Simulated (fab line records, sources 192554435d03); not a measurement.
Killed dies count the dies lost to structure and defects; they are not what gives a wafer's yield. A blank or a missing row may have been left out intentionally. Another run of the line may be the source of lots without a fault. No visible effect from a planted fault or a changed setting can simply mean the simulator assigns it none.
Split-lot trial | flow n5-finfet | route with 1938 steps; 7 lots, 21 wafers read

## ON THE SPLIT
At N5_PASSIVATION_PECVD_01 (deposits SiNx from SiH4/NH3/N2, target thk 200 nm, time 43.2 s), the setting time-s was moved away from the recipe's 43.2 s on 8 of the 21 wafers read, by -12.2% to +14.7%. The other wafers ran this setting at the recipe's value.

The reading comes from the split's own step.

## THE READING
SiNx_of_PASSIVATION_PECVD_01.thk-nm (the simulator's own value, which no gauge read), in nm, at N5_PASSIVATION_PECVD_01 (deposits SiNx from SiH4/NH3/N2, target thk 200 nm, time 43.2 s). The file gives no usual value for it. Average 202.6 nm, standard deviation 3.1 nm, over the 13 wafers here run with the recipe.

wafer  | tool, chamber at the split | time-s as run, s | against the recipe | SiNx_of_PASSIVATION_PECVD_01.thk-nm, nm | against lot-mates on the recipe
L075.1 | pecvd-01, 0                | 43.2             | recipe             | 202                                     | -
L075.3 | pecvd-01, 1                | 37.95            | -12.2%             | 171.8                                   | -30.2
L075.4 | pecvd-01, 2                | 37.95            | -12.2%             | 176.6                                   | -25.4
L079.1 | pecvd-02, 1                | 43.2             | recipe             | 196.2                                   | -
L079.2 | pecvd-02, 2                | 40.47            | -6.3%              | 184.8                                   | -12.9
L079.5 | pecvd-02, 0                | 43.2             | recipe             | 199.2                                   | -
L082.1 | pecvd-02, 0                | 48.96            | +13.3%             | 222.4                                   | +23.0
L082.3 | pecvd-02, 1                | 48.96            | +13.3%             | 222                                     | +22.6
L082.5 | pecvd-02, 0                | 43.2             | recipe             | 199.4                                   | -
L083.1 | pecvd-01, 0                | 43.2             | recipe             | 199.6                                   | -
L083.2 | pecvd-01, 2                | 41.49            | -4.0%              | 192.4                                   | -8.5
L083.4 | pecvd-01, 2                | 43.2             | recipe             | 202.2                                   | -
L087.1 | pecvd-04, 1                | 49.53            | +14.7%             | 230.2                                   | +26.4
L087.4 | pecvd-04, 0                | 43.2             | recipe             | 204.8                                   | -
L087.6 | pecvd-04, 2                | 43.2             | recipe             | 202.8                                   | -
L096.1 | pecvd-04, 2                | 47.37            | +9.7%              | 221                                     | +16.6
L096.5 | pecvd-04, 1                | 43.2             | recipe             | 205.8                                   | -
L096.6 | pecvd-04, 2                | 43.2             | recipe             | 203                                     | -
L097.1 | pecvd-04, 2                | 43.2             | recipe             | 206                                     | -
L097.5 | pecvd-04, 2,0              | 43.2             | recipe             | 206.4                                   | -
L097.6 | pecvd-04, 2,0              | 43.2             | recipe             | 206.4                                   | -
Where a row lists several chambers, the file gives one row for several wafers and doesn't say which wafer went through which chamber.

THE FIT
A straight line over all 21 wafers: SiNx_of_PASSIVATION_PECVD_01.thk-nm changes by +1.94 nm for each +1% of time-s; r = +0.97; the points scatter about the line by 3.7 nm.
The same after taking each lot's own level away (the mean of its wafers on the recipe; 21 wafers): +1.93 nm for each +1%; r = +0.99; scatter 1.9 nm.
On that fit, the largest move of time-s shifts the reading by 28 nm.
The span of the lots' own levels, 197.70 to 206.27 nm, comes to 2.7 times the standard deviation stated above.
The two slopes are in agreement: the lot-to-lot level therefore moves the slope only a little.
Check: with one of the wafers moved furthest among these (+14.7%) left out of the fit, the line predicts +27.7 nm for it against its lot-mates. It came out at +26.4 nm against them.

## ADDITIONAL SPLITS CARRIED BY THESE WAFERS
Before the reading, these wafers also passed through other splits. Each is held against what the fit with the lots' levels taken away leaves over:
other split on the same wafers | wafers away from the commonest value | r with SiNx_of_PASSIVATION_PECVD_01.thk-nm (lot level and that fit taken away)
N5_BEOL_M9_HM_STRIP_39 time-s  | 15                                   | +0.03
N5_BEOL_M11_COAT_63 spin-rpm   | 4                                    | +0.20
N5_BEOL_M11_ETCH_66 time-s     | 6                                    | -0.25
N5_BEOL_M12_SPUTTER_43 power-w | 8                                    | +0.00
N5_BEOL_M12_SPUTTER_44 time-s  | 4                                    | -0.13
N5_BEOL_M13_SPUTTER_43 power-w | 6                                    | +0.11
N5_BEOL_M14_PEB_26 peb-temp-c  | 10                                   | +0.14
N5_BEOL_M14_DESCUM_33 time-s   | 5                                    | -0.29

## FILE'S OWN FIT
SiNx_of_PASSIVATION_PECVD_01.thk-nm changes by +1.89 nm for each +1% of time-s, r = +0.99.
